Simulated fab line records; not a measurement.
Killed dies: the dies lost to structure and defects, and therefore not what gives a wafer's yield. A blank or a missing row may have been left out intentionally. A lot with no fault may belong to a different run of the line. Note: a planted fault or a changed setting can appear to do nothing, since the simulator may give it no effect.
Which tool did it? | flow n5 finfet | 22 lots, 66 wafers sampled, at 6 steps of a route of 1938

== WHAT EACH GAUGE READ, for each wafer ==
No reading from a measuring or inspecting step in the record can be judged against a usual standard deviation.

== EACH LOT AND THE TOOL THAT RAN IT (in order: tool; ch and the chambers of the sampled wafers; start) ==
lot  | N5_BEOL_M9_SPUTTER_48        | N5_BEOL_M10_PECVD_70            | N5_BEOL_M10_ETCH_62                | N5_BEOL_M10_HM_OPEN_17            | N5_BEOL_M10_ANNEAL_51            | N5_BEOL_M11_ETCH_62
L076 | pvd sputter-03, day 9 20:54  | pecvd-02 ch 0,2, day 9 23:00    | rie diel-05 ch 0,3, day 10 01:55   | rie metal-02 ch 0,1, day 10 02:06 | rtp anneal-02 ch 0, day 10 05:51 | rie diel-06 ch 1,2,3, day 10 08:19
L075 | pvd sputter-01, day 9 21:23  | pecvd-03 ch 0,1, day 9 23:03    | rie diel-04 ch 1,2,3, day 10 02:01 | rie metal-02 ch 0,1, day 10 02:13 | rtp anneal-01 ch 0, day 10 07:49 | rie diel-06 ch 1,2,3, day 10 13:29
L077 | pvd sputter-02, day 10 05:26 | pecvd-01 ch 0,2, day 10 07:07   | rie diel-05 ch 0,1,3, day 10 08:32 | rie metal-03 ch 0,1, day 10 08:43 | rtp anneal-02 ch 0, day 10 13:56 | rie diel-01 ch 0,2, day 10 16:37
L078 | pvd sputter-02, day 10 16:23 | pecvd-02 ch 0,1,2, day 10 18:01 | rie diel-04 ch 0,3, day 10 19:33   | rie metal-02 ch 1, day 10 19:44   | rtp anneal-02 ch 0, day 11 02:20 | rie diel-01 ch 0,3, day 11 07:14
L079 | pvd sputter-02, day 11 01:01 | pecvd-02 ch 0,1, day 11 03:01   | rie diel-05 ch 1,2,3, day 11 06:57 | rie metal-03 ch 0,1, day 11 07:08 | rtp anneal-02 ch 0, day 11 14:16 | rie diel-02 ch 0,1,2, day 11 21:42
L080 | pvd sputter-01, day 11 06:23 | pecvd-01 ch 0,1,2, day 11 08:02 | rie diel-03 ch 0,2,3, day 11 10:28 | rie metal-02 ch 0, day 11 10:40   | rtp anneal-02 ch 0, day 11 14:00 | rie diel-06 ch 1,2,3, day 11 21:15
L081 | pvd sputter-02, day 11 13:35 | pecvd-01 ch 1,2, day 11 15:18   | rie diel-05 ch 1,2, day 11 21:03   | rie metal-03 ch 0,1, day 11 21:16 | rtp anneal-02 ch 0, day 12 02:38 | rie diel-01 ch 2,3, day 12 06:05
L082 | pvd sputter-01, day 12 01:34 | pecvd-03 ch 0,1, day 12 03:15   | rie diel-05 ch 1,2,3, day 12 04:31 | rie metal-01 ch 0,1, day 12 04:42 | rtp anneal-02 ch 0, day 12 10:51 | rie diel-01 ch 1,2,3, day 12 14:55
L083 | pvd sputter-02, day 12 02:03 | pecvd-01 ch 0,1,2, day 12 03:42 | rie diel-04 ch 0,1, day 12 06:16   | rie metal-01 ch 1, day 12 06:26   | rtp anneal-02 ch 0, day 12 11:10 | rie diel-02 ch 1,2,3, day 12 14:43
L084 | pvd sputter-01, day 12 02:07 | pecvd-01 ch 1,2, day 12 04:21   | rie diel-04 ch 0,1,3, day 12 07:54 | rie metal-02 ch 0,1, day 12 08:05 | rtp anneal-02 ch 0, day 12 12:15 | rie diel-06 ch 2,3, day 12 15:13
L085 | pvd sputter-01, day 12 23:17 | pecvd-02 ch 0,2, day 13 00:56   | rie diel-03 ch 1,2, day 13 05:03   | rie metal-02 ch 0,1, day 13 05:14 | rtp anneal-01 ch 0, day 13 09:02 | rie diel-06 ch 1,2,3, day 13 11:59
L087 | pvd sputter-01, day 13 05:34 | pecvd-03 ch 1,2, day 13 07:20   | rie diel-05 ch 0,1,2, day 13 08:34 | rie metal-02 ch 0,1, day 13 08:46 | rtp anneal-01 ch 0, day 13 12:53 | rie diel-02 ch 0,1,3, day 13 15:35
L089 | pvd sputter-01, day 13 09:08 | pecvd-01 ch 0,1, day 13 10:53   | rie diel-04 ch 0,3, day 13 12:04   | rie metal-01 ch 0,1, day 13 12:16 | rtp anneal-01 ch 0, day 13 16:32 | rie diel-06 ch 0,1,3, day 13 20:06
L086 | pvd sputter-02, day 13 10:28 | pecvd-01 ch 0,1,2, day 13 12:08 | rie diel-04 ch 0,2,3, day 13 12:52 | rie metal-03 ch 0,1, day 13 13:04 | rtp anneal-01 ch 0, day 13 16:05 | rie diel-01 ch 0,2,3, day 13 19:38
L088 | pvd sputter-01, day 14 05:25 | pecvd-02 ch 0,1,2, day 14 08:43 | rie diel-03 ch 2,3, day 14 11:06   | rie metal-02 ch 0, day 14 11:17   | rtp anneal-01 ch 0, day 14 16:38 | rie diel-02 ch 0,2, day 14 18:59
L090 | pvd sputter-03, day 14 11:39 | pecvd-02 ch 0,1,2, day 14 13:24 | rie diel-04 ch 0,1,2, day 14 15:07 | rie metal-03 ch 0, day 14 15:22   | rtp anneal-02 ch 0, day 14 18:44 | rie diel-06 ch 0,2,3, day 14 21:52
L091 | pvd sputter-02, day 14 15:12 | pecvd-02 ch 0,2, day 14 16:57   | rie diel-03 ch 1,2,3, day 14 18:22 | rie metal-03 ch 0, day 14 18:33   | rtp anneal-02 ch 0, day 14 23:31 | rie diel-06 ch 0,2,3, day 15 01:55
L092 | pvd sputter-02, day 14 15:23 | pecvd-01 ch 0,1, day 14 17:24   | rie diel-05 ch 0,2,3, day 14 18:44 | rie metal-01 ch 1, day 14 18:55   | rtp anneal-02 ch 0, day 14 23:09 | rie diel-01 ch 0,2,3, day 15 01:48
L093 | pvd sputter-03, day 15 09:38 | pecvd-01 ch 0,1,2, day 15 11:19 | rie diel-04 ch 0,3, day 15 12:32   | rie metal-01 ch 0,1, day 15 12:44 | rtp anneal-02 ch 0, day 15 18:46 | rie diel-02 ch 1,3, day 15 21:42
L094 | pvd sputter-02, day 15 12:19 | pecvd-01 ch 0,2, day 15 13:58   | rie diel-04 ch 1,2,3, day 15 17:04 | rie metal-03 ch 0,1, day 15 17:16 | rtp anneal-02 ch 0, day 15 22:50 | rie diel-02 ch 0,1,2, day 16 03:04
L097 | pvd sputter-02, day 15 17:42 | pecvd-02 ch 0,1,2, day 15 19:39 | rie diel-04 ch 0,1,2, day 15 20:51 | rie metal-01 ch 0,1, day 15 21:02 | rtp anneal-01 ch 0, day 16 00:24 | rie diel-06 ch 0,1,2, day 16 03:31
L096 | pvd sputter-02, day 15 20:40 | pecvd-02 ch 1,2, day 15 22:23   | rie diel-05 ch 1,2, day 15 23:49   | rie metal-02 ch 0,1, day 16 00:01 | rtp anneal-01 ch 0, day 16 04:27 | rie diel-01 ch 0,2, day 16 08:50
- N5_BEOL_M9_SPUTTER_48: material Cu, target thk 12 nm, time 2 s.
- N5_BEOL_M10_PECVD_70: deposits SiO2 from TEOS/O2, target thk 20 nm, time 22.7 s.
- N5_BEOL_M10_ETCH_62: etches SOC in N2/H2, target depth 110 nm, overetch 22 nm, time 165 s.
- N5_BEOL_M10_HM_OPEN_17: chemistry Cl2/BCl3, target TiN, target depth 20 nm, overetch 6 nm.
- N5_BEOL_M10_ANNEAL_51: time 90 s.
- N5_BEOL_M11_ETCH_62: etches SOC in N2/H2, target depth 110 nm, overetch 22 nm, time 165 s.

== AS READ BY THE TOOLS THEMSELVES (means over the sampled wafers that have a number; for cases with no such wafer, the mark the record gives instead) ==
N5_BEOL_M9_SPUTTER_48. Usual: 29.8 % for throttle valve pct, sd 1.
lot  | tool           | throttle valve pct (%) | flag
L076 | pvd sputter-03 | 30.2                   |
L075 | pvd sputter-01 | 30.1                   |
L077 | pvd sputter-02 | 29.1                   |
L078 | pvd sputter-02 | 28.5                   |
L079 | pvd sputter-02 | 28.9                   |
L080 | pvd sputter-01 | 30.0                   |
L081 | pvd sputter-02 | 28.8                   |
L082 | pvd sputter-01 | 30.7                   |
L083 | pvd sputter-02 | 28.5                   |
L084 | pvd sputter-01 | 29.8                   |
L085 | pvd sputter-01 | 30.1                   |
L087 | pvd sputter-01 | 30.1                   |
L089 | pvd sputter-01 | 30.1                   |
L086 | pvd sputter-02 | 29.5                   |
L088 | pvd sputter-01 | 29.9                   |
L090 | pvd sputter-03 | 30.9                   |
L091 | pvd sputter-02 | 28.2                   |
L092 | pvd sputter-02 | 28.4                   |
L093 | pvd sputter-03 | 30.2                   |
L094 | pvd sputter-02 | 29.4                   |
L097 | pvd sputter-02 | 29.1                   |
L096 | pvd sputter-02 | 28.1                   |

N5_BEOL_M10_PECVD_70. Usual: heater power outer w 434 W, standard deviation 84; heater power w 728 W, standard deviation 120; showerhead plenum p Torr 8.80 Torr, standard deviation 0.044; throttle valve pct 22.2 %, standard deviation 1.1.
lot  | tool     | heater power outer w (W) | heater power w (W) | showerhead plenum p Torr (Torr) | throttle valve pct (%) | flag
L076 | pecvd-02 | 500                      | 827                | 8.82                            | 20.7                   |
L075 | pecvd-03 | 460                      | 767                | 8.83                            | 22.4                   |
L077 | pecvd-01 | 323                      | 582                | 8.80                            | 22.1                   |
L078 | pecvd-02 | 430                      | 698                | 8.83                            | 21.8                   |
L079 | pecvd-02 | 384                      | 629                | 8.83                            | 22.6                   |
L080 | pecvd-01 | 437                      | 756                | 8.77                            | 22.5                   |
L081 | pecvd-01 | 484                      | 791                | 8.77                            | 22.7                   |
L082 | pecvd-03 | 428                      | 729                | 8.83                            | 22.5                   |
L083 | pecvd-01 | 444                      | 749                | 8.78                            | 22.6                   |
L084 | pecvd-01 | 410                      | 682                | 8.78                            | 22.4                   |
L085 | pecvd-02 | 499                      | 804                | 8.80                            | 20.7                   |
L087 | pecvd-03 | 497                      | 815                | 8.75                            | 21.0                   |
L089 | pecvd-01 | 443                      | 770                | 8.79                            | 22.8                   |
L086 | pecvd-01 | 412                      | 725                | 8.79                            | 22.7                   |
L088 | pecvd-02 | 429                      | 705                | 8.83                            | 21.8                   |
L090 | pecvd-02 | 426                      | 711                | 8.82                            | 21.8                   |
L091 | pecvd-02 | 445                      | 756                | 8.82                            | 20.9                   |
L092 | pecvd-01 | 451                      | 764                | 8.77                            | 22.9                   |
L093 | pecvd-01 | 430                      | 734                | 8.79                            | 22.6                   |
L094 | pecvd-01 | 314                      | 562                | 8.80                            | 22.3                   |
L097 | pecvd-02 | 418                      | 687                | 8.81                            | 21.7                   |
L096 | pecvd-02 | 434                      | 722                | 8.79                            | 22.1                   |

N5_BEOL_M10_ETCH_62. Usual: for bias w, 150.0 W with a standard deviation of 0.48; for drypump motor current A, 6.0 A with a standard deviation of 0.46; for n2 flow sccm, 200.0 sccm with a standard deviation of 0.61; for oes product au, 0.69 a.u. with a standard deviation of 0.089; for rf vpp V, 524.2 V with a standard deviation of 2.5; for showerhead plenum p Torr, 2.55 Torr with a standard deviation of 0.087; for throttle valve pct, 17.68 % with a standard deviation of 0.25.
lot  | tool        | bias w (W) | drypump motor current A (A) | n2 flow sccm (sccm) | oes product au (a.u.) | rf vpp V (V) | showerhead plenum p Torr (Torr) | throttle valve pct (%) | flag
L076 | rie diel-05 | 149.8      | 6.0                         | 199.8               | 0.58                  | 522.0        | 2.47                            | 17.76                  |
L075 | rie diel-04 | 150.3      | 6.2                         | 200.8               | 0.61                  | 523.6        | 2.52                            | 17.83                  |
L077 | rie diel-05 | 149.7      | 5.7                         | 200.2               | 0.59                  | 522.9        | 2.51                            | 17.73                  |
L078 | rie diel-04 | 149.5      | 6.4                         | 200.0               | 0.61                  | 524.0        | 2.56                            | 17.64                  |
L079 | rie diel-05 | 150.4      | 5.7                         | 200.0               | 0.66                  | 525.5        | 2.61                            | 17.71                  |
L080 | rie diel-03 | 149.9      | 5.6                         | 200.1               | 0.63                  | 523.5        | 2.53                            | 18.05                  |
L081 | rie diel-05 | 149.9      | 5.3                         | 199.6               | 0.66                  | 525.7        | 2.59                            | 17.75                  |
L082 | rie diel-05 | 149.7      | 5.7                         | 199.6               | 0.65                  | 525.3        | 2.61                            | 17.73                  |
L083 | rie diel-04 | 149.8      | 6.3                         | 199.7               | 0.74                  | 526.9        | 2.61                            | 17.42                  |
L084 | rie diel-04 | 150.2      | 6.2                         | 199.1               | 0.68                  | 523.3        | 2.55                            | 17.55                  |
L085 | rie diel-03 | 150.4      | 6.4                         | 199.9               | 0.72                  | 522.2        | 2.51                            | 17.75                  |
L087 | rie diel-05 | 150.0      | 5.6                         | 200.0               | 0.71                  | 526.4        | 2.65                            | 17.65                  |
L089 | rie diel-04 | 149.5      | 6.4                         | 199.7               | 0.59                  | 524.7        | 2.54                            | 17.68                  |
L086 | rie diel-04 | 150.2      | 6.4                         | 199.5               | 0.68                  | 522.5        | 2.51                            | 17.71                  |
L088 | rie diel-03 | 150.6      | 5.8                         | 200.8               | 0.75                  | 524.1        | 2.56                            | 18.03                  |
L090 | rie diel-04 | 149.8      | 6.3                         | 200.3               | 0.78                  | 523.7        | 2.57                            | 17.46                  |
L091 | rie diel-03 | 149.9      | 6.0                         | 200.4               | 0.71                  | 522.7        | 2.51                            | 17.86                  |
L092 | rie diel-05 | 149.8      | 6.0                         | 200.1               | 0.76                  | 527.5        | 2.67                            | 17.46                  |
L093 | rie diel-04 | 150.3      | 6.4                         | 199.9               | 0.74                  | 523.7        | 2.54                            | 17.45                  |
L094 | rie diel-04 | 149.7      | 6.2                         | 200.1               | 0.72                  | 522.2        | 2.51                            | 17.63                  |
L097 | rie diel-04 | 149.8      | 6.3                         | 199.9               | 0.76                  | 524.5        | 2.56                            | 17.49                  |
L096 | rie diel-05 | 150.3      | 5.3                         | 200.2               | 0.77                  | 524.6        | 2.57                            | 17.54                  |

N5_BEOL_M10_HM_OPEN_17. Usual: bias w 126.0 W, standard deviation 0.4; drypump motor current A 5.4 A, standard deviation 0.45; oes product au 0.63 a.u., standard deviation 0.054; throttle valve pct 22.09 %, standard deviation 0.27.
lot  | tool         | bias w (W) | drypump motor current A (A) | oes product au (a.u.) | throttle valve pct (%) | flag
L076 | rie metal-02 | 126.3      | 5.7                         | 0.67                  | 22.06                  |
L075 | rie metal-02 | 125.9      | 5.8                         | 0.67                  | 21.95                  |
L077 | rie metal-03 | 126.2      | 5.2                         | 0.58                  | 22.32                  |
L078 | rie metal-02 | 126.0      | 6.0                         | 0.67                  | 21.84                  |
L079 | rie metal-03 | 126.0      | 5.5                         | 0.56                  | 22.54                  |
L080 | rie metal-02 | 126.2      | 5.5                         | 0.65                  | 22.18                  |
L081 | rie metal-03 | 125.7      | 5.2                         | 0.57                  | 22.34                  |
L082 | rie metal-01 | 125.9      | 5.0                         | 0.68                  | 21.81                  |
L083 | rie metal-01 | 126.3      | 5.0                         | 0.71                  | 21.70                  |
L084 | rie metal-02 | 126.0      | 5.8                         | 0.65                  | 21.96                  |
L085 | rie metal-02 | 126.4      | 5.7                         | 0.65                  | 22.08                  |
L087 | rie metal-02 | 126.4      | 5.8                         | 0.65                  | 21.95                  |
L089 | rie metal-01 | 126.3      | 5.0                         | 0.68                  | 21.82                  |
L086 | rie metal-03 | 126.0      | 5.1                         | 0.57                  | 22.34                  |
L088 | rie metal-02 | 126.0      | 5.5                         | 0.63                  | 22.21                  |
L090 | rie metal-03 | 126.0      | 4.8                         | 0.57                  | 22.17                  |
L091 | rie metal-03 | 126.2      | 4.8                         | 0.57                  | 22.18                  |
L092 | rie metal-01 | 126.2      | 5.0                         | 0.70                  | 21.72                  |
L093 | rie metal-01 | 126.3      | 5.0                         | 0.67                  | 21.82                  |
L094 | rie metal-03 | 126.4      | 5.5                         | 0.74                  | 22.50                  |
L097 | rie metal-01 | 126.1      | 5.0                         | 0.65                  | 21.83                  |
L096 | rie metal-02 | 125.6      | 5.8                         | 0.64                  | 21.96                  |

N5_BEOL_M10_ANNEAL_51. Usual: 225.94 for wafer_temp_C_max, sd 0.24.
lot  | tool          | wafer_temp_C_max | flag
L076 | rtp anneal-02 | 225.95           |
L075 | rtp anneal-01 | 226.07           |
L077 | rtp anneal-02 | 226.09           |
L078 | rtp anneal-02 | 225.93           |
L079 | rtp anneal-02 | 226.04           |
L080 | rtp anneal-02 | 226.26           |
L081 | rtp anneal-02 | 226.05           |
L082 | rtp anneal-02 | 225.92           |
L083 | rtp anneal-02 | 225.76           |
L084 | rtp anneal-02 | 225.86           |
L085 | rtp anneal-01 | 225.98           |
L087 | rtp anneal-01 | 226.08           |
L089 | rtp anneal-01 | 225.43           |
L086 | rtp anneal-01 | 226.01           |
L088 | rtp anneal-01 | 225.67           |
L090 | rtp anneal-02 | 225.75           |
L091 | rtp anneal-02 | 225.92           |
L092 | rtp anneal-02 | 226.19           |
L093 | rtp anneal-02 | 226.08           |
L094 | rtp anneal-02 | 226.10           |
L097 | rtp anneal-01 | 225.77           |
L096 | rtp anneal-01 | 225.96           |

N5_BEOL_M11_ETCH_62. Usual: for bias w, 150.1 W with a standard deviation of 0.43; for drypump motor current A, 5.53 A with a standard deviation of 0.26; for n2 flow sccm, 200.0 sccm with a standard deviation of 0.6; for oes product au, 0.68 a.u. with a standard deviation of 0.073; for rf vpp V, 524.3 V with a standard deviation of 2.3; for showerhead plenum p Torr, 2.55 Torr with a standard deviation of 0.08; for throttle valve pct, 17.75 % with a standard deviation of 0.24.
lot  | tool        | bias w (W) | drypump motor current A (A) | n2 flow sccm (sccm) | oes product au (a.u.) | rf vpp V (V) | showerhead plenum p Torr (Torr) | throttle valve pct (%) | flag
L076 | rie diel-06 | 150.1      | 5.54                        | 200.0               | 0.63                  | 525.9        | 2.61                            | 17.73                  |
L075 | rie diel-06 | 150.5      | 5.52                        | 199.9               | 0.63                  | 526.2        | 2.61                            | 17.73                  |
L077 | rie diel-01 | 150.5      | 5.64                        | 199.7               | 0.60                  | 523.8        | 2.54                            | 18.12                  |
L078 | rie diel-01 | 149.5      | 5.25                        | 199.6               | 0.69                  | 523.8        | 2.52                            | 17.89                  |
L079 | rie diel-02 | 150.2      | 5.55                        | 199.9               | 0.73                  | 523.9        | 2.55                            | 17.58                  |
L080 | rie diel-06 | 149.6      | 5.54                        | 199.7               | 0.63                  | 525.9        | 2.60                            | 17.76                  |
L081 | rie diel-01 | 150.2      | 5.36                        | 199.9               | 0.73                  | 525.4        | 2.57                            | 17.87                  |
L082 | rie diel-01 | 150.3      | 5.48                        | 200.4               | 0.76                  | 524.9        | 2.58                            | 17.69                  |
L083 | rie diel-02 | 149.9      | 5.61                        | 200.6               | 0.66                  | 522.1        | 2.48                            | 17.69                  |
L084 | rie diel-06 | 150.0      | 5.58                        | 200.1               | 0.63                  | 526.9        | 2.65                            | 17.71                  |
L085 | rie diel-06 | 150.2      | 5.54                        | 200.3               | 0.62                  | 525.2        | 2.60                            | 17.77                  |
L087 | rie diel-02 | 150.4      | 5.38                        | 199.6               | 0.69                  | 523.1        | 2.49                            | 17.79                  |
L089 | rie diel-06 | 150.0      | 5.66                        | 200.4               | 0.69                  | 524.4        | 2.56                            | 17.71                  |
L086 | rie diel-01 | 150.1      | 5.44                        | 200.1               | 0.69                  | 523.2        | 2.52                            | 17.89                  |
L088 | rie diel-02 | 150.2      | 5.35                        | 200.0               | 0.72                  | 525.8        | 2.59                            | 17.56                  |
L090 | rie diel-06 | 150.1      | 5.70                        | 199.7               | 0.68                  | 525.2        | 2.60                            | 17.67                  |
L091 | rie diel-06 | 150.4      | 5.71                        | 200.2               | 0.68                  | 525.3        | 2.60                            | 17.68                  |
L092 | rie diel-01 | 149.6      | 5.45                        | 200.0               | 0.69                  | 524.2        | 2.52                            | 17.90                  |
L093 | rie diel-02 | 149.9      | 5.46                        | 200.0               | 0.63                  | 521.0        | 2.42                            | 17.90                  |
L094 | rie diel-02 | 150.1      | 5.54                        | 199.8               | 0.69                  | 523.5        | 2.53                            | 17.65                  |
L097 | rie diel-06 | 149.8      | 5.51                        | 200.3               | 0.73                  | 523.6        | 2.54                            | 17.75                  |
L096 | rie diel-01 | 150.3      | 5.63                        | 200.0               | 0.70                  | 523.3        | 2.52                            | 17.90                  |

== THE ANSWER, worked out from the rows above alone ==
Rule: a lot is off if the mean of its wafers that have a number lies more than 3 standard deviations from the usual mean. Also off: a lot with no number at a reading for which 4 or more lots have one. Where the step has rows for the other lots, those lots are counted as sound. After the gauges, taken in route order, come the tools' own readings; for these a lot's mean is taken, as printed above. At the first step where some lot is off, the reading lying furthest off is the one used; lots without a number count as furthest.
No lot is off on any of the readings shown, so nothing can be concluded from this.

== WHAT THE SIMULATOR HAD INSERTED ==
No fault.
